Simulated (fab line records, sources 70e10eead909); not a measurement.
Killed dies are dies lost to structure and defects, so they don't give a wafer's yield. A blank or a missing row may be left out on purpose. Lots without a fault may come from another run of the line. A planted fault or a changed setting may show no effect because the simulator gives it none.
A struck lot beside a sound one | flow nand_harc | 18 steps out of a route of 1159
Sound: wafers L748.1, L748.4, L748.5. Struck: wafer L756.1. (L756.3, L756.6 of the same lot were not struck and are left out.) The cause comes at the end.
At each step with rows: each side's tool, then ch and its chambers, then its first start. Under that, the readings that differ: sound wafers | struck wafers | difference of the means | sigmas: that difference in standard deviations of wafers without a fault.
alike: readings whose means differ by less than 2 such deviations, and words and numbers that are the same on both sides. not compared: withheld readings, readings that some wafer has no value for, bounds like >300 that may hide the same value, and numbers for which the record gives no deviation and whose values overlap.
The two part at a step that has a row with sigmas, a row that says differs or no value, or rows on one side only. Numbers that don't overlap but have no deviation are shown without sigmas and don't part them. A reading that every wafer of one side lacks parts them only if that side has two wafers or more.

NHARC_P_BONDPAD_OVL_MEAS_38:
  sound on overlay-01, day 9 09:41; struck on overlay-01, day 10 11:02
  reading           | sound     | struck | difference | sigmas
  overlay_y_nm (nm) | -10 -9 -9 | 6      | +15        | +2
  alike: overlay_x_nm
then, 1 step without rows for these wafers: NHARC_P_BONDPAD_HARDBAKE_10 (time 65 s).
NHARC_P_BONDPAD_DESCUM_11: chemistry O2, time 3 s.
  sound on rie_diel-01 ch 1,2, day 9 09:49; struck on rie_diel-11 ch 1, day 10 11:10
  alike: drypump_motor_current_A, oes_product_au, rf_vpp_V, showerhead_plenum_p_Torr, throttle_valve_pct
  not compared: rf_hours_counter_h
then, 1 step without rows for these wafers: NHARC_P_BONDPAD_ETCH_37 (etches the open film in N2/H2, target depth 60 nm, overetch 18 nm, time 65.91 s).
NHARC_P_BONDPAD_ETCH_12: etches the open film in CHF3/O2, target depth 200 nm, time 100 s.
  sound on rie_diel-01 ch 0,1,3; struck on rie_diel-11 ch 2
  alike: chf3_flow_sccm, drypump_motor_current_A, oes_product_au, rf_vpp_V, showerhead_plenum_p_Torr, throttle_valve_pct
  not compared: rf_hours_counter_h
NHARC_P_BONDPAD_CD_MEAS_13:
  sound on cd_sem-02, day 9 10:08; struck on cd_sem-01, day 10 11:29
  alike: cd_nm
then, 3 steps without rows for these wafers: NHARC_P_BONDPAD_STRIP_15 (strips in O2); NHARC_P_BONDPAD_ETCH_24 (etches the open film in CF4/N2, target depth 30 nm, time 72.99 s); NHARC_P_BONDPAD_STRIP_16 (strips in post etch residue remover, time 600 s).
NHARC_P_BONDPAD_DEGAS_25: time 60 s.
  sound on pvd_sputter-01, day 9 10:45; struck on pvd_sputter-01, day 10 12:06
  alike: heater_power_w, susceptor_temp_C
then, 1 step without rows for these wafers: NHARC_P_BONDPAD_PRE_CLEAN_26 (time 30 s).
NHARC_P_BONDPAD_PVD_17: deposits TaN, target thk 5 nm, time 8.06 s.
  sound on pvd_sputter-01; struck on pvd_sputter-01
  alike: cathode_dc_power_W, throttle_valve_pct
NHARC_P_BONDPAD_PVD_27: deposits Cu, target thk 30 nm, time 20.49 s.
  sound on pvd_sputter-01, day 9 10:59; struck on pvd_sputter-01, day 10 12:20
  alike: cathode_dc_power_W, throttle_valve_pct
then, 2 steps without rows for these wafers: NHARC_P_BONDPAD_ECD_18 (material Cu, target thk 400 nm); NHARC_P_BONDPAD_ANNEAL_28 (time 90 s).
NHARC_P_BONDPAD_CMP_19: polishes, t overpolish 30 s, cu recess touch 16 s, target thk 160.81 nm.
  sound on cmp-03 ch 0,1, day 9 11:52; struck on cmp-03 ch 2, day 10 13:46
  reading              | sound                | struck | difference | sigmas
  overpolish_run_s (s) | 29.979 29.999 29.981 | 30.032 | +0.046     | +5
  alike: motor_current_A, retaining_ring_pressure_frac
then, 1 step without rows for these wafers: NHARC_P_BONDPAD_SRD_21 (time 30 s, dry time 20 s).
-- the record jumps here: 17 days lie between the struck wafers' starts before and after (it left off in module P_BONDPAD and takes up again in module END, whose first step shown is number 1159 of the route) --
NHARC_END_SORT_01:
  the record has rows for the struck wafers here (prober-01 ch 0, day 27 07:08) and none for the sound ones

WHERE THEY PART
First at NHARC_P_BONDPAD_OVL_MEAS_38; last, within this record, at NHARC_END_SORT_01.

WHY: what the simulator had put in
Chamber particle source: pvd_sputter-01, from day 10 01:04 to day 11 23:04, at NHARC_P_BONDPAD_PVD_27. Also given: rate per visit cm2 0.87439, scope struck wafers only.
